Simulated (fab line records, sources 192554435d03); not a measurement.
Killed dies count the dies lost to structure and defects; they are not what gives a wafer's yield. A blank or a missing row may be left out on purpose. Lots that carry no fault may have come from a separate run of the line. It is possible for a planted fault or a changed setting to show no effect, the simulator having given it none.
fab line records ; flow n5Finfet ; part 1 of 2: steps 1 to 35 of 43
record: lots: 6; wafers: 18; lastDay: 17
route steps=1938 shown BEOL_M11@1566 BEOL_M12@1602 BEOL_M15@1830
lots with no fault: from the same line, run without faults
startH: hours from the record's opening day to when the first of the lot's shown wafers began ; waitH: hours since the lot's step before ; " repeats the value in the row above ; L1.1+2: a row that stands for several wafers ; - no value, or no start given ; * or withheld: withheld ; < > ~ a bound
route shown NAME@n: a module of which the file shows steps, and the number in the route of the first ; usual: mean/standard deviation of fault-free wafers ; same: alike in all rows ; chamber/n: place in a boat ; sites: the reading at each site ; _std_site: the values' standard deviation ; _edge_site: the outer-site mean with the inner-site mean subtracted ; radiusMm: for every site, how far away it sits from the centre of the wafer ; mask NAME#n: copy n ; behind: tool/chamber where the wafer was last shaped ; hold: what put the lot on hold/how long, in hours/how the hold closed ; device: whichever transistor did not switch (one of n, p or np) ; end of line: at the end of the route, the tests of the same wafers ; a step with no rows: only its recipe ; killed: not the wafer's yield, but the dies lost to structure and defects at the first sort ; map: dies across one wafer; x = killed, . = not, _ = none there
set.NAME: the setting as run; set.NAME@STEP: as run at that earlier step ; model.NAME: the simulator's own value behind a step, which no gauge read
lots seen at some steps along the route; tables by step, rows by wafer
services: from which hour (startH, from the record's first day; less than 0 if before it) a tool's chamber was out of use, for how many hours, and why
== steps ==
step: N5_BEOL_M11_PEB_26
recipe: pebTempC: withheld; pebTimeS: 60; resist: CAR-ArF
step: N5_BEOL_M11_DEVELOP_27
recipe: developTimeS: 30; developer: TMAH; resist: CAR-ArF; rinseLiquid: diw; dry: airSpin; devTempC: 23
step: N5_BEOL_M11_CD_MEAS_28
recipe: targetCdNm: 70; landingEnergyEv: 500; detector: seInlens; polarity: opening
usual: cdNm: 70.8/1.1
lot.wafer;tool;chamber;startH;waitH;cdNm
L458.1;cdSem-02;0;222.34;-;71.4
L458.4;cdSem-02;0;222.34;-;71.0
L458.5;cdSem-02;0;222.34;-;71.0
L461.1;cdSem-01;0;234.58;-;71.6
L461.3;cdSem-01;0;234.58;-;70.0
L461.4;cdSem-01;0;234.58;-;69.4
L467.2;cdSem-01;0;289.98;-;72.3
L467.3;cdSem-01;0;289.98;-;70.9
L467.4;cdSem-01;0;289.98;-;70.4
L469.2;cdSem-03;0;299.43;-;69.3
L469.3;cdSem-03;0;299.43;-;69.0
L469.6;cdSem-03;0;299.43;-;70.8
L473.3;cdSem-03;0;317.60;-;69.8
L473.5;cdSem-03;0;317.60;-;69.1
L473.6;cdSem-03;0;317.60;-;70.9
L478.2;cdSem-03;0;362.22;-;71.0
L478.3;cdSem-03;0;362.22;-;71.4
L478.5;cdSem-03;0;362.22;-;70.7
step: N5_BEOL_M11_OVL_MEAS_29
recipe: pointsPerWafer: 44
usual: V10_OVL: 0.0/0.73
lot.wafer;tool;chamber;startH;waitH;V10_OVL[nm]
L458.1;overlay-01;0;222.38;0.0;0.2
L458.4;overlay-01;0;222.38;0.0;0.5
L458.5;overlay-01;0;222.38;0.0;0.0
L461.1;overlay-02;0;234.61;0.0;-0.9
L461.3;overlay-02;0;234.61;0.0;-0.8
L461.4;overlay-02;0;234.61;0.0;-0.5
L467.2;overlay-01;0;290.01;0.0;-0.7
L467.3;overlay-01;0;290.01;0.0;-0.2
L467.4;overlay-01;0;290.01;0.0;-1.0
L469.2;overlay-01;0;299.46;0.0;-0.6
L469.3;overlay-01;0;299.46;0.0;0.1
L469.6;overlay-01;0;299.46;0.0;-0.3
L473.3;overlay-02;0;317.63;0.0;-1.1
L473.5;overlay-02;0;317.63;0.0;-0.1
L473.6;overlay-02;0;317.63;0.0;0.1
L478.2;overlay-02;0;362.24;0.0;-0.1
L478.3;overlay-02;0;362.24;0.0;0.2
L478.5;overlay-02;0;362.24;0.0;-0.9
step: N5_BEOL_M11_INSPECT_30
recipe: mode: adi; inspectInstrument: brightfield
usual: rawDefectCount: 395/81
lot.wafer;tool;chamber;startH;waitH;rawDefectCount
L458.1;defectInspect-02;-;222.40;0.0;562
L458.4;defectInspect-02;-;222.40;0.0;393
L458.5;defectInspect-02;-;222.40;0.0;500
L461.1;defectInspect-01;-;234.64;0.0;508
L461.3;defectInspect-01;-;234.64;0.0;373
L461.4;defectInspect-01;-;234.64;0.0;410
L467.2;defectInspect-01;-;290.03;0.0;326
L467.3;defectInspect-01;-;290.03;0.0;500
L467.4;defectInspect-01;-;290.03;0.0;527
L469.2;defectInspect-01;-;299.48;0.0;448
L469.3;defectInspect-01;-;299.48;0.0;463
L469.6;defectInspect-01;-;299.48;0.0;459
L473.3;defectInspect-01;-;317.65;0.0;319
L473.5;defectInspect-01;-;317.65;0.0;238
L473.6;defectInspect-01;-;317.65;0.0;240
L478.2;defectInspect-01;-;362.27;0.0;334
L478.3;defectInspect-01;-;362.27;0.0;310
L478.5;defectInspect-01;-;362.27;0.0;439
step: N5_BEOL_M11_DESCUM_33
recipe: chemistry: O2; timeS: 7.9; sourcePowerW: 50; biasPowerW: 20; pressureMtorr: 20; rfFrequencyHz: 2.712e+07; tempC: 40; resist: CAR-ArF; o2FlowSccm: 225
step: N5_BEOL_M11_ETCH_65
recipe: chemistry: CF4; target: SiARC; targetDepthA: 390; maskMaterial: CAR-ArF; timeS: 65; ionEnergyEv: 80; pressureMtorr: 40; sourceW: 545; biasW: 36; Ar_flow_sccm: 100; cf4FlowSccm: 100; ends: cleared
step: N5_BEOL_M11_ETCH_66
recipe: chemistry: N2/H2; target: SOC; targetDepthA: 1200; overetchA: 240; maskMaterial: SiARC; tempC: 40; timeS: 180; ionEnergyEv: 200; pressureMtorr: 30; sourceW: 840; biasW: 150; n2FlowSccm: 200; h2FlowSccm: 200
step: N5_BEOL_M11_STRIP_69
recipe: chemistry: N2/H2; tempC: 40; n2FlowSccm: 200; h2FlowSccm: 200; rfFrequencyHz: 6e+07
step: N5_BEOL_M11_VIA_ETCH_34
recipe: chemistry: C4F6/O2; target: SiCOH_lowk; targetDepthA: 1845; maskMaterial: SOC; taperDeg: 4; timeS: 69.2; ionEnergyEv: 250; pressureMtorr: 30; sourceW: 345; biasW: 185; Ar_flow_sccm: 300; C4F6_flow_sccm: 10; O2_flow_sccm: 10
step: N5_BEOL_M11_STRIP_73
recipe: chemistry: C4F6/O2; resist: SiARC; rfFrequencyHz: 6e+07
step: N5_BEOL_M11_STRIP_36
recipe: chemistry: N2/H2; powerW: 450; tempC: 40; pressureMtorr: 20; rfFrequencyHz: 6e+07; overashFraction: 0.3; biasPowerW: 7; h2Frac: 0.5; n2FlowSccm: 200; h2FlowSccm: 200
usual: drypumpMotorCurrentA: 5.9/0.53; oesProductAu: 0.82/0.086; rfVppV: 58.9/2; showerheadPlenumPTorr: 2.54/0.085; throttleValvePct: 23.6/0.31
lot.wafer;tool;chamber;startH;waitH;drypumpMotorCurrentA;oesProductAu;rfHoursCounterH;rfVppV;showerheadPlenumPTorr;throttleValvePct
L458.1;rieDiel-05;0;222.70;0.0;5.4;0.70;222;57.0;2.62;23.9
L458.4;rieDiel-05;3;222.70;0.0;6.4;0.77;111;58.0;2.44;23.8
L458.5;rieDiel-05;2;222.70;0.0;6.5;0.87;-;58.5;2.48;23.4
L461.1;rieDiel-04;3;234.94;0.0;5.5;0.91;30;57.7;2.68;23.0
L461.3;rieDiel-04;2;234.94;0.0;5.7;0.68;258;58.1;2.59;23.6
L461.4;rieDiel-04;3;234.94;0.0;5.5;0.88;-;60.8;2.68;23.0
L467.2;rieDiel-05;0;290.33;0.0;5.5;0.70;240;58.8;2.61;23.9
L467.3;rieDiel-05;2;290.33;0.0;6.5;0.85;66;59.3;2.47;23.4
L467.4;rieDiel-05;1;290.33;0.0;5.6;0.74;169;59.5;2.43;23.5
L469.2;rieDiel-05;2;299.99;0.0;6.5;0.86;69;58.3;2.47;23.5
L469.3;rieDiel-05;1;299.99;0.0;5.6;0.73;172;56.7;2.43;23.5
L469.6;rieDiel-05;2;299.99;0.0;6.5;0.85;-;56.5;2.47;23.5
L473.3;rieDiel-02;1;318.02;0.0;6.2;0.87;39;58.5;2.48;23.9
L473.5;rieDiel-02;3;318.02;0.0;6.5;0.74;-;56.0;2.52;23.6
L473.6;rieDiel-02;2;318.02;0.0;6.8;0.79;-;58.8;2.55;24.0
L478.2;rieDiel-02;2;362.57;0.0;6.7;0.77;128;57.2;2.54;24.0
L478.3;rieDiel-02;0;362.57;0.0;5.1;0.91;42;57.6;2.68;23.4
L478.5;rieDiel-02;2;362.57;0.0;6.7;0.78;-;58.1;2.54;24.0
step: N5_BEOL_M11_TRENCH_ETCH_37
recipe: chemistry: C4F6/O2; targetDepthA: 1488.3; target: SiCOH_lowk; timeS: 48; ionEnergyEv: 250; pressureMtorr: 30; sourceW: 345; biasW: 185; Ar_flow_sccm: 300; C4F6_flow_sccm: 10; O2_flow_sccm: 10
usual: biasW: 185.0/0.54; drypumpMotorCurrentA: 5.9/0.53; oes_ar_750_au: 0.82/0.081; oes_o_777_au: 0.82/0.085; oesProductAu: 0.82/0.086; rfVppV: 658/9.3; showerheadPlenumPTorr: 2.85/0.092; throttleValvePct: 20.87/0.22
same: timeS: 48
lot.wafer;tool;chamber;startH;waitH;biasW;drypumpMotorCurrentA;oes_ar_750_au;oes_o_777_au;oesProductAu;rfHoursCounterH;rfVppV;showerheadPlenumPTorr;throttleValvePct;model.etch.depthNm;model.BEOL_M11.featureDepthNm;model.TiN_of_BEOL_M11_HM_DEP_02.thkNm
L458.1;rieDiel-05;0;222.74;-;184.9;5.5;0.70;0.70;0.70;222;661;2.92;20.84;149.9;150;16
L458.4;rieDiel-05;3;222.74;-;184.9;6.4;0.79;0.79;0.79;111;668;2.73;20.77;146.1;146;16.2
L458.5;rieDiel-05;2;222.74;-;185.3;6.5;0.89;0.90;0.88;-;650;2.79;20.92;148.9;148.8;16
L461.1;rieDiel-04;3;234.98;-;185.2;5.5;0.90;0.94;0.89;30;645;3.02;20.53;147.3;147.4;15.6
L461.3;rieDiel-04;2;234.98;-;185.4;5.7;0.70;0.71;0.68;258;667;2.94;21.07;150.2;150.2;15.8
L461.4;rieDiel-04;3;234.98;-;184.7;5.5;0.89;0.94;0.89;-;646;3.02;20.52;148.8;148.8;15.8
L467.2;rieDiel-05;0;290.37;-;185.8;5.4;0.69;0.69;0.53;240;661;2.91;20.82;95;95;17.2
L467.3;rieDiel-05;2;290.37;-;185.3;6.5;0.85;0.87;0.66;66;647;2.79;20.89;92.61;92.6;17.4
L467.4;rieDiel-05;1;290.37;-;186.3;5.6;0.76;0.75;0.74;169;646;2.74;20.85;147.4;147.4;16
L469.2;rieDiel-05;2;300.03;-;185.1;6.5;0.85;0.87;0.65;69;648;2.78;20.89;93.31;93.4;17.6
L469.3;rieDiel-05;1;300.03;-;184.5;5.6;0.75;0.76;0.57;172;644;2.73;20.79;92.82;92.8;17.8
L469.6;rieDiel-05;2;300.03;-;184.0;6.5;0.85;0.87;0.84;-;649;2.78;20.95;146.1;146;16.2
L473.3;rieDiel-02;1;318.06;-;184.2;6.1;0.83;0.81;0.84;39;670;2.80;21.00;145.6;145.6;16
L473.5;rieDiel-02;3;318.06;-;185.7;6.5;0.73;0.71;0.73;-;660;2.83;21.11;144.2;144.2;16
L473.6;rieDiel-02;2;318.06;-;185.8;6.8;0.79;0.76;0.77;-;652;2.86;21.28;143.5;143.6;16
L478.2;rieDiel-02;2;362.61;-;185.4;6.7;0.76;0.75;0.77;128;653;2.85;21.30;144.6;144.6;16.2
L478.3;rieDiel-02;0;362.61;-;186.0;5.1;0.92;0.92;0.91;42;665;2.98;20.56;153.2;153.2;16
L478.5;rieDiel-02;2;362.61;-;185.6;6.7;0.76;0.75;0.76;-;654;2.85;21.31;143.6;143.6;16
step: N5_BEOL_M11_ETCH_41
recipe: chemistry: CH3F/O2; target: SiCN; targetDepthA: 426; taperDeg: 2; timeS: 86; ionEnergyEv: 120; maskMaterial: TiN; pressureMtorr: 30; sourceW: 395; biasW: 75; Ar_flow_sccm: 150; CH3F_flow_sccm: 30; O2_flow_sccm: 20
step: N5_BEOL_M11_STRIP_77
recipe: chemistry: N2/H2; timeS: 10; powerW: 450; tempC: 40; pressureMtorr: 20; rfFrequencyHz: 6e+07; biasPowerW: 7; n2FlowSccm: 200; h2FlowSccm: 200
usual: drypumpMotorCurrentA: 5.9/0.53; oesProductAu: 0.82/0.085; rfVppV: 59.1/0.94; showerheadPlenumPTorr: 2.54/0.085; throttleValvePct: 23.6/0.31
same: timeS: 10
lot.wafer;tool;chamber;startH;waitH;drypumpMotorCurrentA;oesProductAu;rfHoursCounterH;rfVppV;showerheadPlenumPTorr;throttleValvePct
L458.1;rieDiel-05;0;-;-;5.5;0.71;222;58.4;2.62;24.0
L458.4;rieDiel-05;3;-;-;6.3;0.79;111;59.0;2.45;23.7
L458.5;rieDiel-05;2;-;-;6.5;0.90;-;58.7;2.48;23.4
L461.1;rieDiel-04;3;-;-;5.5;0.90;30;59.8;2.68;23.0
L461.3;rieDiel-04;2;-;-;5.7;0.68;258;59.2;2.59;23.6
L461.4;rieDiel-04;3;-;-;5.5;0.89;-;59.9;2.68;23.0
L467.2;rieDiel-05;0;-;-;5.4;0.69;240;59.7;2.61;24.0
L467.3;rieDiel-05;2;-;-;6.5;0.85;66;58.5;2.47;23.5
L467.4;rieDiel-05;1;-;-;5.6;0.75;169;58.3;2.43;23.6
L469.2;rieDiel-05;2;-;-;6.5;0.85;69;58.2;2.47;23.4
L469.3;rieDiel-05;1;-;-;5.6;0.74;172;58.3;2.43;23.5
L469.6;rieDiel-05;2;-;-;6.5;0.85;-;59.1;2.47;23.4
L473.3;rieDiel-02;1;-;-;6.2;0.87;40;58.7;2.48;24.0
L473.5;rieDiel-02;3;-;-;6.4;0.74;-;58.7;2.52;23.6
L473.6;rieDiel-02;2;-;-;6.7;0.79;-;59.9;2.55;24.0
L478.2;rieDiel-02;2;-;-;6.7;0.78;128;59.3;2.54;24.0
L478.3;rieDiel-02;0;-;-;5.0;0.91;42;60.4;2.68;23.4
L478.5;rieDiel-02;2;-;-;6.7;0.78;-;59.5;2.54;24.0
step: N5_BEOL_M11_OCD_MEAS_38
usual: trenchDepthNm: 147.7/2.9
lot.wafer;tool;chamber;startH;waitH;trenchDepthNm
L458.1;ocd-02;-;222.93;-;150.0
L458.4;ocd-02;-;222.93;-;145.9
L458.5;ocd-02;-;222.93;-;149.1
L461.1;ocd-02;-;235.16;-;146.7
L461.3;ocd-02;-;235.16;-;150.0
L461.4;ocd-02;-;235.16;-;148.5
L467.2;ocd-02;-;290.56;-;95.1
L467.3;ocd-02;-;290.56;-;92.8
L467.4;ocd-02;-;290.56;-;147.2
L469.2;ocd-02;-;300.22;-;92.9
L469.3;ocd-02;-;300.22;-;92.8
L469.6;ocd-02;-;300.22;-;146.2
L473.3;ocd-01;-;318.24;-;144.8
L473.5;ocd-01;-;318.24;-;144.2
L473.6;ocd-01;-;318.24;-;143.4
L478.2;ocd-01;-;362.80;-;144.4
L478.3;ocd-01;-;362.80;-;152.9
L478.5;ocd-01;-;362.80;-;143.3
step: N5_BEOL_M11_HM_STRIP_39
recipe: chemistry: peroxideTinStrip; material: TiN; targetDepthA: 250; tempC: 50; timeS: 158
step: N5_BEOL_M11_SRD_40
recipe: timeS: 30; tempC: 23; rinseLiquid: diw; dry: ipaMarangoni
step: N5_BEOL_M11_PRECLEAN_42
recipe: chemistry: residueRemover; timeS: 60; tempC: 40
step: N5_BEOL_M11_SRD_43
recipe: timeS: 30; tempC: 23; rinseLiquid: diw; dry: ipaMarangoni
step: N5_BEOL_M11_CD_MEAS_35
recipe: targetCdNm: 70; polarity: opening
usual: cdNm: 70.2/0.61
lot.wafer;tool;chamber;startH;waitH;cdNm
L458.1;cdSem-03;-;223.08;0.0;71.1
L458.4;cdSem-03;-;223.08;0.0;70.0
L458.5;cdSem-03;-;223.08;0.0;71.1
L461.1;cdSem-01;-;235.32;0.0;70.7
L461.3;cdSem-01;-;235.32;0.0;70.2
L461.4;cdSem-01;-;235.32;0.0;69.4
L467.2;cdSem-03;-;290.72;0.0;68.7
L467.3;cdSem-03;-;290.72;0.0;69.0
L467.4;cdSem-03;-;290.72;0.0;69.4
L469.2;cdSem-01;-;300.37;0.0;69.6
L469.3;cdSem-01;-;300.37;0.0;69.2
L469.6;cdSem-01;-;300.37;0.0;70.7
L473.3;cdSem-01;-;318.39;0.0;70.4
L473.5;cdSem-01;-;318.39;0.0;70.3
L473.6;cdSem-01;-;318.39;0.0;69.8
L478.2;cdSem-02;-;362.95;0.0;70.5
L478.3;cdSem-02;-;362.95;0.0;70.8
L478.5;cdSem-02;-;362.95;0.0;69.5
step: N5_BEOL_M11_CURE_72
recipe: tempC: 370; timeS: 120; ambient: DMADMS/He; material: SiCOH_lowk
step: N5_BEOL_M11_DEGAS_44
recipe: ambient: vacuum; tempC: 250; timeS: 60
usual: heaterPowerW: 337/28
same: timeS: 60
lot.wafer;tool;chamber;startH;waitH;heaterPowerW
L458.1;pvdSputter-01;-;223.68;0.3;297
L458.4;pvdSputter-01;-;223.68;0.3;389
L458.5;pvdSputter-01;-;223.68;0.3;314
L461.1;pvdSputter-01;-;235.86;0.4;307
L461.3;pvdSputter-01;-;235.86;0.4;395
L461.4;pvdSputter-01;-;235.86;0.4;356
L467.2;pvdSputter-02;-;292.03;0.9;336
L467.3;pvdSputter-02;-;292.03;0.9;372
L467.4;pvdSputter-02;-;292.03;0.9;331
L469.2;pvdSputter-02;-;300.98;0.5;342
L469.3;pvdSputter-02;-;300.98;0.5;374
L469.6;pvdSputter-02;-;300.98;0.5;327
L473.3;pvdSputter-02;-;318.82;0.2;315
L473.5;pvdSputter-02;-;318.82;0.2;380
L473.6;pvdSputter-02;-;318.82;0.2;332
L478.2;pvdSputter-03;-;363.50;0.2;320
L478.3;pvdSputter-03;-;363.50;0.2;322
L478.5;pvdSputter-03;-;363.50;0.2;314
step: N5_BEOL_M11_PRE_CLEAN_45
recipe: gas: H2/He; timeS: 30; tempC: 250
usual: heaterPowerW: 337/27
same: timeS: 30
lot.wafer;tool;chamber;startH;waitH;heaterPowerW
L458.1;pvdSputter-01;-;223.72;0.0;291
L458.4;pvdSputter-01;-;223.72;0.0;387
L458.5;pvdSputter-01;-;223.72;0.0;307
L461.1;pvdSputter-01;-;235.90;0.0;313
L461.3;pvdSputter-01;-;235.90;0.0;387
L461.4;pvdSputter-01;-;235.90;0.0;351
L467.2;pvdSputter-02;-;292.07;0.0;336
L467.3;pvdSputter-02;-;292.07;0.0;368
L467.4;pvdSputter-02;-;292.07;0.0;324
L469.2;pvdSputter-02;-;301.02;0.0;341
L469.3;pvdSputter-02;-;301.02;0.0;377
L469.6;pvdSputter-02;-;301.02;0.0;335
L473.3;pvdSputter-02;-;318.86;0.0;308
L473.5;pvdSputter-02;-;318.86;0.0;375
L473.6;pvdSputter-02;-;318.86;0.0;332
L478.2;pvdSputter-03;-;363.54;0.0;316
L478.3;pvdSputter-03;-;363.54;0.0;316
L478.5;pvdSputter-03;-;363.54;0.0;315
step: N5_BEOL_M11_ALD_74
recipe: material: TaN; targetThkA: 20; tempC: 275; aldPrecursorFamily: PDMAT; aldCoReactant: NH3; pressureTorr: 3; carrierFlowSccm: 1500; pulseTimeS: 2; purgeTimeS: 3; coReactantPurgeTimeS: 2; coReactantPulseTimeS: 3; aldCycles: 40; precursorVesselTempC: 75; precursorVesselPressureTorr: 26.25; precursorVesselCarrierSccm: 1000
step: N5_BEOL_M11_SURFACE_TREAT_76
recipe: gas: Ar; timeS: *; ionEnergyEv: *; ionCurrentMaCm2: 0.5; pressureMtorr: *; arFlowSccm: 30
step: N5_BEOL_M11_CVD_75
recipe: material: Co; targetThkA: 20; tempC: withheld; precursor: CCTBA/H2; pressureTorr: 30; timeS: 138.9
step: N5_BEOL_M11_SPUTTER_48
recipe: material: Cu; targetThkA: 120; tempC: -20; biasV: 60; powerW: 26000; chamberPressurePa: 0.13; timeS: 2
step: N5_BEOL_M11_ECD_50
recipe: material: Cu; targetThkA: 3180
step: N5_BEOL_M11_ANNEAL_51
recipe: tempC: 225; timeS: 90; ambient: N2
usual: wafer_temp_C_max: 225.98/0.25
same: timeS: 90
lot.wafer;tool;chamber;startH;waitH;wafer_temp_C_max
L458.1;rtpAnneal-02;0;225.53;0.2;225.83
L458.4;rtpAnneal-02;0;225.53;0.2;225.97
L458.5;rtpAnneal-02;0;225.53;0.2;225.98
L461.1;rtpAnneal-02;0;238.25;0.3;225.66
L461.3;rtpAnneal-02;0;238.25;0.3;226.10
L461.4;rtpAnneal-02;0;238.25;0.3;226.05
L467.2;rtpAnneal-01;0;293.07;0.2;226.08
L467.3;rtpAnneal-01;0;293.07;0.2;226.63
L467.4;rtpAnneal-01;0;293.07;0.2;226.02
L469.2;rtpAnneal-02;0;303.50;0.1;225.87
L469.3;rtpAnneal-02;0;303.50;0.1;225.83
L469.6;rtpAnneal-02;0;303.50;0.1;225.90
L473.3;rtpAnneal-02;0;319.82;0.1;225.84
L473.5;rtpAnneal-02;0;319.82;0.1;226.17
L473.6;rtpAnneal-02;0;319.82;0.1;226.50
L478.2;rtpAnneal-01;0;364.56;0.2;226.41
L478.3;rtpAnneal-01;0;364.56;0.2;226.20
L478.5;rtpAnneal-01;0;364.56;0.2;226.24
step: N5_BEOL_M11_CMP_52
recipe: stopOn: SiCOH_lowk; tOverpolishS: 7; downForcePsi: 1; platenRpm: 50; clearingPlatenDownForcePsi: 1.5; clearingPlatenRpm: 50; postCmpClean: cuAlkaline; targetThkNm: 140; clearingPlatenPadVelocityMS: 0.99484; padVelocityMS: 0.99484
usual: motorCurrentA: 6.0/0.46; padLifeWafers: 1015/630
lot.wafer;tool;chamber;startH;waitH;motorCurrentA;padLifeWafers;model.Cu_of_BEOL_M11_ECD_50.thkNm
L458.1;cmp-03;2;225.95;0.4;6.1;798;141.8
L458.4;cmp-03;0;225.95;0.4;5.7;800;136.8
L458.5;cmp-03;2;225.95;0.4;6.6;-;141.2
L461.4;cmp-03;3;238.54;0.1;5.6;894;139.8
L461.1;cmp-03;1;238.54;0.1;6.2;896;138.2
L461.3;cmp-03;2;238.54;0.1;6.7;897;142
L467.3;cmp-01;3;293.32;0.2;5.8;2034;85.6
L467.4;cmp-01;0;293.32;0.2;6.4;2035;138.6
L467.2;cmp-01;2;293.32;0.2;5.3;2037;85.8
L469.3;cmp-04;3;303.79;0.2;6.0;583;83
L469.2;cmp-04;0;303.79;0.2;5.7;584;83.4
L469.6;cmp-04;3;303.79;0.2;6.1;-;137
L473.3;cmp-03;3;320.32;0.5;5.7;1479;136.6
L473.5;cmp-03;0;320.32;0.5;5.7;-;136
L473.6;cmp-03;1;320.32;0.5;6.4;-;135.2
L478.2;cmp-03;3;365.04;0.4;5.8;1830;135.2
L478.3;cmp-03;2;365.04;0.4;6.2;1833;144.8
L478.5;cmp-03;3;365.04;0.4;5.5;-;134.2
step: N5_BEOL_M11_THK_MEAS_53
recipe: thkMeasGauge: xrf; reads: Cu_of_BEOL_M11_ECD_50
usual: M11_THK: 140/3.5
lot.wafer;tool;chamber;startH;waitH;M11_THK[nm]
L458.1;filmMetro-02;-;226.24;-;144
L458.4;filmMetro-02;-;226.24;-;139
L458.5;filmMetro-02;-;226.24;-;143
L461.1;filmMetro-01;-;238.84;-;138
L461.3;filmMetro-01;-;238.84;-;142
L461.4;filmMetro-01;-;238.84;-;141
L467.2;filmMetro-01;-;293.62;-;87
L467.3;filmMetro-01;-;293.62;-;86
L467.4;filmMetro-01;-;293.62;-;139
L469.2;filmMetro-02;-;304.05;-;84
L469.3;filmMetro-02;-;304.05;-;83
L469.6;filmMetro-02;-;304.05;-;137
L473.3;filmMetro-01;-;320.51;-;138
L473.5;filmMetro-01;-;320.51;-;138
L473.6;filmMetro-01;-;320.51;-;137
L478.2;filmMetro-01;-;365.34;-;138
L478.3;filmMetro-01;-;365.34;-;148
L478.5;filmMetro-01;-;365.34;-;136
step: N5_BEOL_M11_PRE_CLEAN_55
recipe: gas: NH3; timeS: 15; tempC: withheld; rfPowerW: 300
step: N5_BEOL_M11_DEP_56
recipe: material: SiCN; targetThkA: 300; tempC: withheld; precursor: 3MS/NH3; pressureTorr: 3; rfW: 675; timeS: 10.5
step: N5_BEOL_M11_RS_MEAS_57
recipe: thkMeasGauge: four-point-probe; reads: Cu_of_BEOL_M11_ECD_50+Co_of_BEOL_M11_CVD_75+TaN_of_BEOL_M11_ALD_74
usual: M11_RS: 0.153/0.0039
lot.wafer;tool;chamber;startH;waitH;M11_RS[ohm/sq]
L458.1;filmMetro-02;-;226.37;0.0;0.149
L458.4;filmMetro-02;-;226.37;0.0;0.155
L458.5;filmMetro-02;-;226.37;0.0;0.150
L461.1;filmMetro-01;-;238.99;0.1;0.153
L461.3;filmMetro-01;-;238.99;0.1;0.148
L461.4;filmMetro-01;-;238.99;0.1;0.151
L467.2;filmMetro-01;-;293.74;0.0;0.262
L467.3;filmMetro-01;-;293.74;0.0;0.263
L467.4;filmMetro-01;-;293.74;0.0;0.153
L469.2;filmMetro-02;-;304.17;0.1;0.272
L469.3;filmMetro-02;-;304.17;0.1;0.272
L469.6;filmMetro-02;-;304.17;0.1;0.154
L473.3;filmMetro-02;-;320.63;0.0;0.155
L473.5;filmMetro-02;-;320.63;0.0;0.156
L473.6;filmMetro-02;-;320.63;0.0;0.157
L478.2;filmMetro-02;-;365.46;0.0;0.157
L478.3;filmMetro-02;-;365.46;0.0;0.146
L478.5;filmMetro-02;-;365.46;0.0;0.158
== key ==
firstSign: step: N5_BEOL_M11_TRENCH_ETCH_37; reading: oesProductAu; direction: down; sigmas: 2.5; usual: 0.82; struck: 0.61; wafersMoved: 2
effect: step: N5_BEOL_M11_OCD_MEAS_38; reading: trenchDepthNm; direction: down; sigmas: 19; usual: 147.7; struck: 93.4
effect: step: N5_BEOL_M11_THK_MEAS_53; reading: M11_THK; direction: down; sigmas: 16; usual: 140; struck: 85
effect: step: N5_BEOL_M11_RS_MEAS_57; reading: M11_RS; direction: up; sigmas: 29; usual: 0.153; struck: 0.267
effect: step: N5_BEOL_M15_RC_MEAS_101; reading: SERP_M11; direction: up; sigmas: 25; usual: 3.09; struck: 5.44
modelEffect: step: N5_BEOL_M11_TRENCH_ETCH_37; value: etch.depthNm; without: 146.2; struck: 93.44
modelEffect: step: N5_BEOL_M11_CMP_52; value: Cu_of_BEOL_M11_ECD_50.thkNm; without: 137.2; struck: 84.45
metAt N5_BEOL_M11_TRENCH_ETCH_37
struckWafers L467.2,L467.3,L469.2,L469.3
sortLeftOut L467.2,L467.3,L469.2,L469.3
onsetBetween 222.74 290.37
fault: kind: processParameterDrift; tool: rieDiel-05; chamber: -; onsetH: 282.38; steps: N5_BEOL_M11_TRENCH_ETCH_37; channel: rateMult; offset: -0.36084; shape: step; endH: 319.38; scope: struckWafersOnly
sortLeftOut: the simulated sort isn't trusted on such a fault, so these wafers' sort isn't shown, and their yield isn't known
